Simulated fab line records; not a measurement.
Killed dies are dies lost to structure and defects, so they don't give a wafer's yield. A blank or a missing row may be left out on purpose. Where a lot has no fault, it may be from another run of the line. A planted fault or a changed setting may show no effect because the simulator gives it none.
fab line records :: flow n5-finfet
[record]
  lots = 11
  wafers = 33
  last-day = 17
route steps=1938 shown BEOL_M6@1250 BEOL_M7@1264
lots untouched by any fault: they come from a run of this same line in which no faults occurred
start-h: hours from the record's first day to the start of the lot's first wafer shown :: wait-h: time in hours since the lot's previous step :: " the same as in the row above :: L1.1+2: a single row standing in for several wafers :: - value missing, or start not given :: * or withheld: withheld :: < > ~ a bound
route shown NAME@n: NAME is a module with steps in the file, n the number in the route of the first one :: usual: mean/standard deviation of fault-free wafers :: same: alike in all rows :: chamber/n: place in a boat :: sites: per-site readings :: _std_site: the standard deviation of these :: _edge_site: inner sites' mean taken away from outer sites' mean :: radius-mm: for every site, how far away it sits from the centre of the wafer :: mask NAME#n: copy n :: behind: tool/chamber where the wafer was last shaped :: hold: cause of the lot's hold/its duration in hours/its outcome :: device: the n, p or np transistor that did not switch :: end of line: the tests these same wafers got at the end of their route :: for a step that has no rows: nothing shown but its recipe :: killed: at the first sort, the dies lost to defects and structure; wafer yield is something else :: map: a wafer's dies, marking killed ones x, the rest . and places with no die _
set.NAME: the setting that was run; set.NAME@STEP: the one run at that earlier step :: model.NAME: the simulator's own value behind a step, which no gauge read
route steps across a sampled set of lots; one table per step, one row per wafer
services: when a tool's chamber went out of use (start-h, in hours from the record's first day, below 0 if earlier), for how many hours, and the reason
[[steps]]
[step N5_BEOL_M6_PRE_CLEAN_45]
[recipe]
  gas = H2/He
  time-s = 30
  temp-c = 250
[usual]
  heater-power-w = 328/32
lot.wafer: L457.2
tool: pvd-sputter-02
chamber: -
start-h: 194.36
wait-h: 0.0
heater-power-w: 295

lot.wafer: L457.5
tool: pvd-sputter-02
chamber: -
start-h: 194.36
wait-h: 0.0
heater-power-w: 300

lot.wafer: L457.6
tool: pvd-sputter-02
chamber: -
start-h: 194.36
wait-h: 0.0
heater-power-w: 366

lot.wafer: L456.1
tool: pvd-sputter-01
chamber: -
start-h: 197.03
wait-h: 0.0
heater-power-w: 327

lot.wafer: L456.2
tool: pvd-sputter-01
chamber: -
start-h: 197.03
wait-h: 0.0
heater-power-w: 302

lot.wafer: L456.3
tool: pvd-sputter-01
chamber: -
start-h: 197.03
wait-h: 0.0
heater-power-w: 334

lot.wafer: L458.3
tool: pvd-sputter-01
chamber: -
start-h: 197.27
wait-h: 0.0
heater-power-w: 348

lot.wafer: L458.4
tool: pvd-sputter-01
chamber: -
start-h: 197.27
wait-h: 0.0
heater-power-w: 312

lot.wafer: L458.5
tool: pvd-sputter-01
chamber: -
start-h: 197.27
wait-h: 0.0
heater-power-w: 333

lot.wafer: L463.2
tool: pvd-sputter-02
chamber: -
start-h: 231.66
wait-h: 0.0
heater-power-w: 362

lot.wafer: L463.5
tool: pvd-sputter-02
chamber: -
start-h: 231.66
wait-h: 0.0
heater-power-w: 319

lot.wafer: L463.6
tool: pvd-sputter-02
chamber: -
start-h: 231.66
wait-h: 0.0
heater-power-w: 288

lot.wafer: L468.1
tool: pvd-sputter-02
chamber: -
start-h: 256.35
wait-h: 0.0
heater-power-w: 296

lot.wafer: L468.2
tool: pvd-sputter-02
chamber: -
start-h: 256.35
wait-h: 0.0
heater-power-w: 293

lot.wafer: L468.4
tool: pvd-sputter-02
chamber: -
start-h: 256.35
wait-h: 0.0
heater-power-w: 317

lot.wafer: L470.1
tool: pvd-sputter-03
chamber: -
start-h: 282.00
wait-h: 0.0
heater-power-w: 303

lot.wafer: L470.2
tool: pvd-sputter-03
chamber: -
start-h: 282.00
wait-h: 0.0
heater-power-w: 412

lot.wafer: L470.4
tool: pvd-sputter-03
chamber: -
start-h: 282.00
wait-h: 0.0
heater-power-w: 324

lot.wafer: L471.1
tool: pvd-sputter-03
chamber: -
start-h: 298.97
wait-h: 0.0
heater-power-w: 316

lot.wafer: L471.2
tool: pvd-sputter-03
chamber: -
start-h: 298.97
wait-h: 0.0
heater-power-w: 413

lot.wafer: L471.4
tool: pvd-sputter-03
chamber: -
start-h: 298.97
wait-h: 0.0
heater-power-w: 301

lot.wafer: L477.3
tool: pvd-sputter-01
chamber: -
start-h: 316.07
wait-h: 0.0
heater-power-w: 335

lot.wafer: L477.4
tool: pvd-sputter-01
chamber: -
start-h: 316.07
wait-h: 0.0
heater-power-w: 328

lot.wafer: L477.5
tool: pvd-sputter-01
chamber: -
start-h: 316.07
wait-h: 0.0
heater-power-w: 334

lot.wafer: L476.1
tool: pvd-sputter-02
chamber: -
start-h: 317.73
wait-h: 0.0
heater-power-w: 317

lot.wafer: L476.3
tool: pvd-sputter-02
chamber: -
start-h: 317.73
wait-h: 0.0
heater-power-w: 306

lot.wafer: L476.5
tool: pvd-sputter-02
chamber: -
start-h: 317.73
wait-h: 0.0
heater-power-w: 360

lot.wafer: L478.3
tool: pvd-sputter-03
chamber: -
start-h: 325.13
wait-h: 0.0
heater-power-w: 421

lot.wafer: L478.5
tool: pvd-sputter-03
chamber: -
start-h: 325.13
wait-h: 0.0
heater-power-w: 302

lot.wafer: L478.6
tool: pvd-sputter-03
chamber: -
start-h: 325.13
wait-h: 0.0
heater-power-w: 305

lot.wafer: L479.1
tool: pvd-sputter-02
chamber: -
start-h: 336.62
wait-h: 0.0
heater-power-w: 292

lot.wafer: L479.3
tool: pvd-sputter-02
chamber: -
start-h: 336.62
wait-h: 0.0
heater-power-w: 292

lot.wafer: L479.5
tool: pvd-sputter-02
chamber: -
start-h: 336.62
wait-h: 0.0
heater-power-w: 323
[step N5_BEOL_M7_CURE_74]
[recipe]
  temp-c = 385
  time-s = 240
  ambient = He/Ar
  material = SiCOH_lowk
[usual]
  lamp-power-pct = 52.32/0.052
  wafer_temp_C_max = 387.0/0.77
lot.wafer: L457.2
tool: uv-cure-02
chamber: 0
start-h: 198.14
wait-h: 0.1
lamp-power-pct: 52.42
wafer_temp_C_max: 385.6

lot.wafer: L457.5
tool: uv-cure-02
chamber: 0
start-h: 198.14
wait-h: 0.1
lamp-power-pct: 52.39
wafer_temp_C_max: 386.1

lot.wafer: L457.6
tool: uv-cure-02
chamber: 0
start-h: 198.14
wait-h: 0.1
lamp-power-pct: 52.29
wafer_temp_C_max: 386.1

lot.wafer: L456.1
tool: uv-cure-01
chamber: 2
start-h: 200.08
wait-h: 0.3
lamp-power-pct: 52.25
wafer_temp_C_max: 386.8

lot.wafer: L456.2
tool: uv-cure-01
chamber: 2
start-h: 200.08
wait-h: 0.3
lamp-power-pct: 52.31
wafer_temp_C_max: 386.8

lot.wafer: L456.3
tool: uv-cure-01
chamber: 2
start-h: 200.08
wait-h: 0.3
lamp-power-pct: 52.36
wafer_temp_C_max: 387.1

lot.wafer: L458.3
tool: uv-cure-03
chamber: 1
start-h: 200.96
wait-h: 0.2
lamp-power-pct: 52.31
wafer_temp_C_max: 386.5

lot.wafer: L458.4
tool: uv-cure-03
chamber: 1
start-h: 200.96
wait-h: 0.2
lamp-power-pct: 52.41
wafer_temp_C_max: 386.5

lot.wafer: L458.5
tool: uv-cure-03
chamber: 1
start-h: 200.96
wait-h: 0.2
lamp-power-pct: 52.36
wafer_temp_C_max: 386.7

lot.wafer: L463.2
tool: uv-cure-01
chamber: 0
start-h: 233.80
wait-h: 0.1
lamp-power-pct: 52.31
wafer_temp_C_max: 386.6

lot.wafer: L463.5
tool: uv-cure-01
chamber: 0
start-h: 233.80
wait-h: 0.1
lamp-power-pct: 52.31
wafer_temp_C_max: 386.8

lot.wafer: L463.6
tool: uv-cure-01
chamber: 0
start-h: 233.80
wait-h: 0.1
lamp-power-pct: 52.33
wafer_temp_C_max: 386.7

lot.wafer: L468.1
tool: uv-cure-01
chamber: 1
start-h: 258.55
wait-h: 0.0
lamp-power-pct: 52.35
wafer_temp_C_max: 386.9

lot.wafer: L468.2
tool: uv-cure-01
chamber: 1
start-h: 258.55
wait-h: 0.0
lamp-power-pct: 52.31
wafer_temp_C_max: 387.8

lot.wafer: L468.4
tool: uv-cure-01
chamber: 1
start-h: 258.55
wait-h: 0.0
lamp-power-pct: 52.35
wafer_temp_C_max: 387.0

lot.wafer: L470.1
tool: uv-cure-01
chamber: 1
start-h: 283.88
wait-h: 0.0
lamp-power-pct: 52.38
wafer_temp_C_max: 387.3

lot.wafer: L470.2
tool: uv-cure-01
chamber: 1
start-h: 283.88
wait-h: 0.0
lamp-power-pct: 52.25
wafer_temp_C_max: 387.5

lot.wafer: L470.4
tool: uv-cure-01
chamber: 1
start-h: 283.88
wait-h: 0.0
lamp-power-pct: 52.41
wafer_temp_C_max: 387.6

lot.wafer: L471.1
tool: uv-cure-03
chamber: 1
start-h: 300.63
wait-h: 0.0
lamp-power-pct: 52.31
wafer_temp_C_max: 386.9

lot.wafer: L471.2
tool: uv-cure-03
chamber: 1
start-h: 300.63
wait-h: 0.0
lamp-power-pct: 52.30
wafer_temp_C_max: 386.7

lot.wafer: L471.4
tool: uv-cure-03
chamber: 1
start-h: 300.63
wait-h: 0.0
lamp-power-pct: 52.24
wafer_temp_C_max: 386.4

lot.wafer: L477.3
tool: uv-cure-03
chamber: 2
start-h: 319.00
wait-h: 0.2
lamp-power-pct: 52.29
wafer_temp_C_max: 387.2

lot.wafer: L477.4
tool: uv-cure-03
chamber: 2
start-h: 319.00
wait-h: 0.2
lamp-power-pct: 52.35
wafer_temp_C_max: 387.3

lot.wafer: L477.5
tool: uv-cure-03
chamber: 2
start-h: 319.00
wait-h: 0.2
lamp-power-pct: 52.32
wafer_temp_C_max: 387.1

lot.wafer: L476.1
tool: uv-cure-02
chamber: 2
start-h: 320.88
wait-h: 0.0
lamp-power-pct: 52.43
wafer_temp_C_max: 387.0

lot.wafer: L476.3
tool: uv-cure-02
chamber: 2
start-h: 320.88
wait-h: 0.0
lamp-power-pct: 52.29
wafer_temp_C_max: 386.9

lot.wafer: L476.5
tool: uv-cure-02
chamber: 2
start-h: 320.88
wait-h: 0.0
lamp-power-pct: 52.32
wafer_temp_C_max: 387.6

lot.wafer: L478.3
tool: uv-cure-01
chamber: 2
start-h: 327.44
wait-h: 0.2
lamp-power-pct: 52.31
wafer_temp_C_max: 387.6

lot.wafer: L478.5
tool: uv-cure-01
chamber: 2
start-h: 327.44
wait-h: 0.2
lamp-power-pct: 52.31
wafer_temp_C_max: 387.4

lot.wafer: L478.6
tool: uv-cure-01
chamber: 2
start-h: 327.44
wait-h: 0.2
lamp-power-pct: 52.36
wafer_temp_C_max: 387.2

lot.wafer: L479.1
tool: uv-cure-02
chamber: 1
start-h: 338.47
wait-h: 0.0
lamp-power-pct: 52.25
wafer_temp_C_max: 386.0

lot.wafer: L479.3
tool: uv-cure-02
chamber: 1
start-h: 338.47
wait-h: 0.0
lamp-power-pct: 52.29
wafer_temp_C_max: 385.7

lot.wafer: L479.5
tool: uv-cure-02
chamber: 1
start-h: 338.47
wait-h: 0.0
lamp-power-pct: 52.30
wafer_temp_C_max: 386.2
[step N5_BEOL_M7_EXPOSE_08]
[recipe]
  mask-id = M7
  na = 1.35
  source-shape = dipole
  sigma-inner = 0.817
  sigma-outer = 0.97
  polarization = te
  dose-mj = 68.25
[usual]
  exposure-dose-mJ-cm2 = 68.23/0.073
  focus-offset-nm = -0.1/0.49
lot.wafer: L457.2
tool: arfi-scanner-02
chamber: 0
start-h: 200.21
wait-h: -
mask: M7#0
exposure-dose-mJ-cm2: 68.15
focus-offset-nm: 0.3

lot.wafer: L457.5
tool: arfi-scanner-02
chamber: 0
start-h: 200.21
wait-h: -
mask: M7#0
exposure-dose-mJ-cm2: 68.16
focus-offset-nm: -0.3

lot.wafer: L457.6
tool: arfi-scanner-02
chamber: 0
start-h: 200.21
wait-h: -
mask: M7#0
exposure-dose-mJ-cm2: 68.25
focus-offset-nm: -0.6

lot.wafer: L456.1
tool: arfi-scanner-03
chamber: 0
start-h: 201.19
wait-h: -
mask: M7#0
exposure-dose-mJ-cm2: 68.16
focus-offset-nm: 0.6

lot.wafer: L456.2
tool: arfi-scanner-03
chamber: 0
start-h: 201.19
wait-h: -
mask: M7#0
exposure-dose-mJ-cm2: 68.15
focus-offset-nm: 0.8

lot.wafer: L456.3
tool: arfi-scanner-03
chamber: 0
start-h: 201.19
wait-h: -
mask: M7#0
exposure-dose-mJ-cm2: 68.09
focus-offset-nm: 0.9

lot.wafer: L458.3
tool: arfi-scanner-02
chamber: 0
start-h: 201.96
wait-h: -
mask: M7#0
exposure-dose-mJ-cm2: 68.29
focus-offset-nm: -0.3

lot.wafer: L458.4
tool: arfi-scanner-02
chamber: 0
start-h: 201.96
wait-h: -
mask: M7#0
exposure-dose-mJ-cm2: 68.23
focus-offset-nm: 0.8

lot.wafer: L458.5
tool: arfi-scanner-02
chamber: 0
start-h: 201.96
wait-h: -
mask: M7#0
exposure-dose-mJ-cm2: 68.30
focus-offset-nm: -0.9

lot.wafer: L463.2
tool: arfi-scanner-01
chamber: 0
start-h: 235.79
wait-h: -
mask: M7#0
exposure-dose-mJ-cm2: 68.31
focus-offset-nm: 0.5

lot.wafer: L463.5
tool: arfi-scanner-01
chamber: 0
start-h: 235.79
wait-h: -
mask: M7#0
exposure-dose-mJ-cm2: 68.24
focus-offset-nm: -0.4

lot.wafer: L463.6
tool: arfi-scanner-01
chamber: 0
start-h: 235.79
wait-h: -
mask: M7#0
exposure-dose-mJ-cm2: 68.28
focus-offset-nm: 0.8

lot.wafer: L468.1
tool: arfi-scanner-01
chamber: 0
start-h: 260.14
wait-h: -
mask: M7#0
exposure-dose-mJ-cm2: 68.69
focus-offset-nm: -0.9

lot.wafer: L468.2
tool: arfi-scanner-01
chamber: 0
start-h: 260.14
wait-h: -
mask: M7#0
exposure-dose-mJ-cm2: 68.77
focus-offset-nm: -0.2

lot.wafer: L468.4
tool: arfi-scanner-01
chamber: 0
start-h: 260.14
wait-h: -
mask: M7#0
exposure-dose-mJ-cm2: 68.77
focus-offset-nm: -0.5

lot.wafer: L470.1
tool: arfi-scanner-03
chamber: 0
start-h: 285.91
wait-h: -
mask: M7#0
exposure-dose-mJ-cm2: 68.25
focus-offset-nm: -0.2

lot.wafer: L470.2
tool: arfi-scanner-03
chamber: 0
start-h: 285.91
wait-h: -
mask: M7#0
exposure-dose-mJ-cm2: 68.25
focus-offset-nm: -1.0

lot.wafer: L470.4
tool: arfi-scanner-03
chamber: 0
start-h: 285.91
wait-h: -
mask: M7#0
exposure-dose-mJ-cm2: 68.21
focus-offset-nm: -0.2

lot.wafer: L471.1
tool: arfi-scanner-03
chamber: 0
start-h: 302.14
wait-h: -
mask: M7#0
exposure-dose-mJ-cm2: 68.13
focus-offset-nm: -0.1

lot.wafer: L471.2
tool: arfi-scanner-03
chamber: 0
start-h: 302.14
wait-h: -
mask: M7#0
exposure-dose-mJ-cm2: 68.12
focus-offset-nm: -1.0

lot.wafer: L471.4
tool: arfi-scanner-03
chamber: 0
start-h: 302.14
wait-h: -
mask: M7#0
exposure-dose-mJ-cm2: 68.15
focus-offset-nm: -0.9

lot.wafer: L477.3
tool: arfi-scanner-03
chamber: 0
start-h: 320.65
wait-h: -
mask: M7#0
exposure-dose-mJ-cm2: 68.16
focus-offset-nm: -0.7

lot.wafer: L477.4
tool: arfi-scanner-03
chamber: 0
start-h: 320.65
wait-h: -
mask: M7#0
exposure-dose-mJ-cm2: 68.15
focus-offset-nm: 0.4

lot.wafer: L477.5
tool: arfi-scanner-03
chamber: 0
start-h: 320.65
wait-h: -
mask: M7#0
exposure-dose-mJ-cm2: 68.15
focus-offset-nm: 0.2

lot.wafer: L476.1
tool: arfi-scanner-02
chamber: 0
start-h: 323.33
wait-h: -
mask: M7#0
exposure-dose-mJ-cm2: 68.24
focus-offset-nm: 0.0

lot.wafer: L476.3
tool: arfi-scanner-02
chamber: 0
start-h: 323.33
wait-h: -
mask: M7#0
exposure-dose-mJ-cm2: 68.43
focus-offset-nm: -0.3

lot.wafer: L476.5
tool: arfi-scanner-02
chamber: 0
start-h: 323.33
wait-h: -
mask: M7#0
exposure-dose-mJ-cm2: 68.28
focus-offset-nm: -0.1

lot.wafer: L478.3
tool: arfi-scanner-02
chamber: 0
start-h: 330.60
wait-h: -
mask: M7#0
exposure-dose-mJ-cm2: 68.19
focus-offset-nm: 0.1

lot.wafer: L478.5
tool: arfi-scanner-02
chamber: 0
start-h: 330.60
wait-h: -
mask: M7#0
exposure-dose-mJ-cm2: 68.13
focus-offset-nm: 0.1

lot.wafer: L478.6
tool: arfi-scanner-02
chamber: 0
start-h: 330.60
wait-h: -
mask: M7#0
exposure-dose-mJ-cm2: 68.07
focus-offset-nm: 1.0

lot.wafer: L479.1
tool: arfi-scanner-03
chamber: 0
start-h: 341.06
wait-h: -
mask: M7#0
exposure-dose-mJ-cm2: 68.23
focus-offset-nm: -0.1

lot.wafer: L479.3
tool: arfi-scanner-03
chamber: 0
start-h: 341.06
wait-h: -
mask: M7#0
exposure-dose-mJ-cm2: 68.16
focus-offset-nm: -0.2

lot.wafer: L479.5
tool: arfi-scanner-03
chamber: 0
start-h: 341.06
wait-h: -
mask: M7#0
exposure-dose-mJ-cm2: 68.14
focus-offset-nm: 0.0
[step N5_BEOL_M7_DESCUM_16]
[recipe]
  chemistry = O2
  time-s = 7.9
  source-power-w = 50
  bias-power-w = 20
  pressure-mtorr = 20
  rf-frequency-hz = 2.712e+07
  temp-c = 40
  resist = CAR-ArF
  o2-flow-sccm = 225
[usual]
  drypump-motor-current-A = 5.8/0.38
  oes-product-au = 0.76/0.085
  rf-vpp-V = 242.8/1.5
  showerhead-plenum-p-Torr = 2.07/0.084
  throttle-valve-pct = 20.52/0.27
lot.wafer: L457.2
tool: rie-diel-06
chamber: 0
start-h: 200.42
wait-h: 0.0
drypump-motor-current-A: 5.7
oes-product-au: 0.74
rf-hours-counter-h: 162
rf-vpp-V: 241.6
showerhead-plenum-p-Torr: 2.07
throttle-valve-pct: 20.44

lot.wafer: L457.5
tool: rie-diel-06
chamber: 3
start-h: 200.42
wait-h: 0.0
drypump-motor-current-A: 6.2
oes-product-au: 0.75
rf-hours-counter-h: -
rf-vpp-V: 242.8
showerhead-plenum-p-Torr: 2.08
throttle-valve-pct: 20.88

lot.wafer: L457.6
tool: rie-diel-06
chamber: 0
start-h: 200.42
wait-h: 0.0
drypump-motor-current-A: 5.7
oes-product-au: 0.74
rf-hours-counter-h: -
rf-vpp-V: 242.8
showerhead-plenum-p-Torr: 2.07
throttle-valve-pct: 20.45

lot.wafer: L456.1
tool: rie-diel-06
chamber: 1
start-h: 201.40
wait-h: 0.0
drypump-motor-current-A: 5.2
oes-product-au: 0.70
rf-hours-counter-h: 232
rf-vpp-V: 243.4
showerhead-plenum-p-Torr: 2.06
throttle-valve-pct: 20.22

lot.wafer: L456.2
tool: rie-diel-06
chamber: 0
start-h: 201.40
wait-h: 0.0
drypump-motor-current-A: 5.7
oes-product-au: 0.74
rf-hours-counter-h: 163
rf-vpp-V: 243.0
showerhead-plenum-p-Torr: 2.07
throttle-valve-pct: 20.44

lot.wafer: L456.3
tool: rie-diel-06
chamber: 3
start-h: 201.40
wait-h: 0.0
drypump-motor-current-A: 6.2
oes-product-au: 0.75
rf-hours-counter-h: 165
rf-vpp-V: 242.1
showerhead-plenum-p-Torr: 2.08
throttle-valve-pct: 20.87

lot.wafer: L458.3
tool: rie-diel-01
chamber: 1
start-h: 202.53
wait-h: 0.4
drypump-motor-current-A: 6.1
oes-product-au: 0.71
rf-hours-counter-h: 219
rf-vpp-V: 243.5
showerhead-plenum-p-Torr: 2.06
throttle-valve-pct: 20.67

lot.wafer: L458.4
tool: rie-diel-01
chamber: 2
start-h: 202.53
wait-h: 0.4
drypump-motor-current-A: 5.2
oes-product-au: 0.90
rf-hours-counter-h: 20
rf-vpp-V: 243.2
showerhead-plenum-p-Torr: 2.06
throttle-valve-pct: 20.39

lot.wafer: L458.5
tool: rie-diel-01
chamber: 3
start-h: 202.53
wait-h: 0.4
drypump-motor-current-A: 5.6
oes-product-au: 0.71
rf-hours-counter-h: -
rf-vpp-V: 243.4
showerhead-plenum-p-Torr: 2.18
throttle-valve-pct: 20.71

lot.wafer: L463.2
tool: rie-diel-01
chamber: 2
start-h: 236.00
wait-h: 0.0
drypump-motor-current-A: 5.2
oes-product-au: 0.87
rf-hours-counter-h: 29
rf-vpp-V: 244.0
showerhead-plenum-p-Torr: 2.05
throttle-valve-pct: 20.38

lot.wafer: L463.5
tool: rie-diel-01
chamber: 1
start-h: 236.00
wait-h: 0.0
drypump-motor-current-A: 6.1
oes-product-au: 0.70
rf-hours-counter-h: -
rf-vpp-V: 241.3
showerhead-plenum-p-Torr: 2.06
throttle-valve-pct: 20.65

lot.wafer: L463.6
tool: rie-diel-01
chamber: 0
start-h: 236.00
wait-h: 0.0
drypump-motor-current-A: 6.2
oes-product-au: 0.71
rf-hours-counter-h: -
rf-vpp-V: 240.8
showerhead-plenum-p-Torr: 1.98
throttle-valve-pct: 20.59

lot.wafer: L468.1
tool: rie-diel-06
chamber: 2
start-h: 260.53
wait-h: 0.2
drypump-motor-current-A: 5.6
oes-product-au: 0.77
rf-hours-counter-h: 157
rf-vpp-V: 241.2
showerhead-plenum-p-Torr: 1.92
throttle-valve-pct: 20.56

lot.wafer: L468.2
tool: rie-diel-06
chamber: 3
start-h: 260.53
wait-h: 0.2
drypump-motor-current-A: 6.2
oes-product-au: 0.73
rf-hours-counter-h: 184
rf-vpp-V: 242.2
showerhead-plenum-p-Torr: 2.08
throttle-valve-pct: 20.93

lot.wafer: L468.4
tool: rie-diel-06
chamber: 0
start-h: 260.53
wait-h: 0.2
drypump-motor-current-A: 5.7
oes-product-au: 0.73
rf-hours-counter-h: -
rf-vpp-V: 244.7
showerhead-plenum-p-Torr: 2.06
throttle-valve-pct: 20.48

lot.wafer: L470.1
tool: rie-diel-05
chamber: 3
start-h: 286.23
wait-h: 0.1
drypump-motor-current-A: 6.2
oes-product-au: 0.66
rf-hours-counter-h: 246
rf-vpp-V: 244.2
showerhead-plenum-p-Torr: 2.16
throttle-valve-pct: 20.71

lot.wafer: L470.2
tool: rie-diel-05
chamber: 0
start-h: 286.23
wait-h: 0.1
drypump-motor-current-A: 6.4
oes-product-au: 0.89
rf-hours-counter-h: 26
rf-vpp-V: 245.8
showerhead-plenum-p-Torr: 2.22
throttle-valve-pct: 20.61

lot.wafer: L470.4
tool: rie-diel-05
chamber: 1
start-h: 286.23
wait-h: 0.1
drypump-motor-current-A: 6.1
oes-product-au: 0.71
rf-hours-counter-h: 200
rf-vpp-V: 242.4
showerhead-plenum-p-Torr: 2.07
throttle-valve-pct: 20.24

lot.wafer: L471.1
tool: rie-diel-05
chamber: 1
start-h: 302.59
wait-h: 0.3
drypump-motor-current-A: 6.1
oes-product-au: 0.71
rf-hours-counter-h: 205
rf-vpp-V: 242.7
showerhead-plenum-p-Torr: 2.07
throttle-valve-pct: 20.26

lot.wafer: L471.2
tool: rie-diel-05
chamber: 0
start-h: 302.59
wait-h: 0.3
drypump-motor-current-A: 6.4
oes-product-au: 0.88
rf-hours-counter-h: 32
rf-vpp-V: 244.5
showerhead-plenum-p-Torr: 2.21
throttle-valve-pct: 20.60

lot.wafer: L471.4
tool: rie-diel-05
chamber: 2
start-h: 302.59
wait-h: 0.3
drypump-motor-current-A: 6.2
oes-product-au: 0.93
rf-hours-counter-h: -
rf-vpp-V: 245.1
showerhead-plenum-p-Torr: 2.24
throttle-valve-pct: 19.94

lot.wafer: L477.3
tool: rie-diel-01
chamber: 0
start-h: 320.92
wait-h: 0.1
drypump-motor-current-A: 6.2
oes-product-au: 0.68
rf-hours-counter-h: 254
rf-vpp-V: 241.0
showerhead-plenum-p-Torr: 1.97
throttle-valve-pct: 20.64

lot.wafer: L477.4
tool: rie-diel-01
chamber: 3
start-h: 320.92
wait-h: 0.1
drypump-motor-current-A: 5.6
oes-product-au: 0.68
rf-hours-counter-h: -
rf-vpp-V: 243.9
showerhead-plenum-p-Torr: 2.16
throttle-valve-pct: 20.78

lot.wafer: L477.5
tool: rie-diel-01
chamber: 2
start-h: 320.92
wait-h: 0.1
drypump-motor-current-A: 5.2
oes-product-au: 0.83
rf-hours-counter-h: -
rf-vpp-V: 242.2
showerhead-plenum-p-Torr: 2.05
throttle-valve-pct: 20.41

lot.wafer: L476.1
tool: rie-diel-01
chamber: 3
start-h: 324.10
wait-h: 0.6
drypump-motor-current-A: 5.6
oes-product-au: 0.68
rf-hours-counter-h: 237
rf-vpp-V: 243.4
showerhead-plenum-p-Torr: 2.16
throttle-valve-pct: 20.77

lot.wafer: L476.3
tool: rie-diel-01
chamber: 2
start-h: 324.10
wait-h: 0.6
drypump-motor-current-A: 5.2
oes-product-au: 0.84
rf-hours-counter-h: 53
rf-vpp-V: 241.8
showerhead-plenum-p-Torr: 2.04
throttle-valve-pct: 20.42

lot.wafer: L476.5
tool: rie-diel-01
chamber: 3
start-h: 324.10
wait-h: 0.6
drypump-motor-current-A: 5.6
oes-product-au: 0.69
rf-hours-counter-h: -
rf-vpp-V: 243.3
showerhead-plenum-p-Torr: 2.16
throttle-valve-pct: 20.78

lot.wafer: L478.3
tool: rie-diel-06
chamber: 3
start-h: 330.90
wait-h: 0.0
drypump-motor-current-A: 6.2
oes-product-au: 0.70
rf-hours-counter-h: 206
rf-vpp-V: 243.7
showerhead-plenum-p-Torr: 2.07
throttle-valve-pct: 20.94

lot.wafer: L478.5
tool: rie-diel-06
chamber: 1
start-h: 330.90
wait-h: 0.0
drypump-motor-current-A: 5.2
oes-product-au: 0.90
rf-hours-counter-h: -
rf-vpp-V: 240.5
showerhead-plenum-p-Torr: 2.05
throttle-valve-pct: 19.93

lot.wafer: L478.6
tool: rie-diel-06
chamber: 2
start-h: 330.90
wait-h: 0.0
drypump-motor-current-A: 5.7
oes-product-au: 0.75
rf-hours-counter-h: -
rf-vpp-V: 240.5
showerhead-plenum-p-Torr: 1.91
throttle-valve-pct: 20.60

lot.wafer: L479.1
tool: rie-diel-06
chamber: 3
start-h: 341.90
wait-h: 0.7
drypump-motor-current-A: 6.2
oes-product-au: 0.70
rf-hours-counter-h: 210
rf-vpp-V: 241.4
showerhead-plenum-p-Torr: 2.07
throttle-valve-pct: 20.96

lot.wafer: L479.3
tool: rie-diel-06
chamber: 1
start-h: 341.90
wait-h: 0.7
drypump-motor-current-A: 5.2
oes-product-au: 0.91
rf-hours-counter-h: 19
rf-vpp-V: 242.2
showerhead-plenum-p-Torr: 2.05
throttle-valve-pct: 19.92

lot.wafer: L479.5
tool: rie-diel-06
chamber: 3
start-h: 341.90
wait-h: 0.7
drypump-motor-current-A: 6.2
oes-product-au: 0.71
rf-hours-counter-h: -
rf-vpp-V: 242.8
showerhead-plenum-p-Torr: 2.07
throttle-valve-pct: 20.95
[[services]]
tool: rie-diel-06
chamber: 0
start-h: 190.33
hours: 6.5
kind: repair

tool: arfi-scanner-02
chamber: -
start-h: 191.49
hours: 1.0
kind: repair

tool: rie-diel-06
chamber: 2
start-h: 195.78
hours: 28.7
kind: repair

tool: pvd-sputter-02
chamber: -
start-h: 200.34
hours: 4.0
kind: repair

tool: arfi-scanner-03
chamber: -
start-h: 207.13
hours: 1.0
kind: pm

tool: arfi-scanner-02
chamber: -
start-h: 212.94
hours: 1.3
kind: pm

tool: arfi-scanner-03
chamber: -
start-h: 234.18
hours: 0.3
kind: repair

tool: arfi-scanner-02
chamber: -
start-h: 244.37
hours: 0.5
kind: repair

tool: arfi-scanner-02
chamber: -
start-h: 245.07
hours: 0.8
kind: repair

tool: rie-diel-01
chamber: 0
start-h: 249.43
hours: 3.8
kind: repair

tool: arfi-scanner-02
chamber: -
start-h: 252.64
hours: 4.9
kind: pm

tool: rie-diel-01
chamber: 2
start-h: 265.90
hours: 16.8
kind: repair

tool: uv-cure-01
chamber: -
start-h: 275.03
hours: 7.5
kind: pm

tool: arfi-scanner-02
chamber: -
start-h: 287.14
hours: 1.0
kind: pm

tool: arfi-scanner-03
chamber: -
start-h: 288.62
hours: 1.3
kind: pm

tool: arfi-scanner-03
chamber: -
start-h: 290.95
hours: 6.2
kind: repair

tool: uv-cure-01
chamber: -
start-h: 293.87
hours: 3.6
kind: repair

tool: arfi-scanner-02
chamber: -
start-h: 307.80
hours: 0.8
kind: pm

tool: pvd-sputter-02
chamber: -
start-h: 322.06
hours: 8.6
kind: repair

tool: arfi-scanner-02
chamber: -
start-h: 329.18
hours: 0.9
kind: repair

tool: uv-cure-01
chamber: -
start-h: 331.89
hours: 7.5
kind: pm

tool: arfi-scanner-03
chamber: -
start-h: 336.51
hours: 0.8
kind: pm

tool: arfi-scanner-02
chamber: -
start-h: 338.44
hours: 1.3
kind: pm

tool: uv-cure-01
chamber: -
start-h: 339.44
hours: 4.5
kind: pm
[[key]]
[first-sign]
  step = N5_BEOL_M7_EXPOSE_08
  reading = exposure-dose-mJ-cm2
  direction = up
  sigmas = 7
  usual = 68.23
  struck = 68.74
effect none on later readings
met-at N5_BEOL_M7_EXPOSE_08
struck-lots L468
[loop-trim]
  step = N5_BEOL_M7_EXPOSE_08
  setting = dose
  lots = L468
not-acting-at N5_BEOL_M6_PRE_CLEAN_45,N5_BEOL_M7_CURE_74,N5_BEOL_M7_DESCUM_16
onset-between 235.79 260.14
[fault]
  kind = process-parameter-drift
  tool = arfi-scanner-01
  chamber = -
  onset-h = 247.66
  steps = N5_BEOL_M7_EXPOSE_08
  channel = focus-nm
  offset = 92.832
  spread-by-wafer = 0.3
  shape = step
  end-h = 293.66
// loop-trim: a control loop set the setting to another value than it would have without faults
